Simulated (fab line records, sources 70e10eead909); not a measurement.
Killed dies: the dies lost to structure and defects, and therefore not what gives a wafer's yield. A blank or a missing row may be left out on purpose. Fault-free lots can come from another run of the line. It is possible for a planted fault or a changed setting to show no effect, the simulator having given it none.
Chamber matching -- flow nand_harc -- NHARC_P_ZERO_WELL_DESCUM_13 on rie_diel-09: 4 sister chambers
The step chemistry O2, time 3 s. 4 wafers are shown with their chamber, then 9 later ones without.

== EACH WAFER AND ITS CHAMBER ==
wafer,chamber,showerhead_plenum_p_Torr (Torr)
L082.5,0,2.02
L085.4,3,1.94
L088.5,1,2.06
L088.6,2,1.91

== WAFERS WITHOUT THEIR CHAMBER ==
wafer,showerhead_plenum_p_Torr (Torr)
L094.3,2.05
L094.5,1.90
L094.6,1.93
L096.4,2.05
L096.5,1.93
L096.6,1.90
L097.1,1.90
L097.4,1.93
L097.6,2.05

== WHICH CHAMBER EACH WENT THROUGH ==
wafer,from the rows above,in truth
L094.3,can't be placed: 1 or 0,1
L094.5,2,2
L094.6,can't be placed: 3 or 2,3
L096.4,can't be placed: 1 or 0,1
L096.5,can't be placed: 3 or 2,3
L096.6,2,2
L097.1,2,2
L097.4,can't be placed: 3 or 2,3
L097.6,can't be placed: 1 or 0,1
Correct placement for 3 of the 9. From these rows, 6 cannot be placed; in 6 the true chamber is one of the candidates. Placed wrongly: 0.
How it was worked out, from the rows above alone: a wafer's distance from a chamber is the root of the sum, over the readings, of the square of ((its reading less the chamber's mean) divided by the reading's scatter). The wafer belongs to the nearest chamber; if the next one is less than 2 further off, it can't be placed. The mean given for a chamber averages the wafers shown for that chamber. The scatter: with one shown wafer a chamber, the root of the mean of the squares of how far each hidden wafer lies from its nearest shown one.
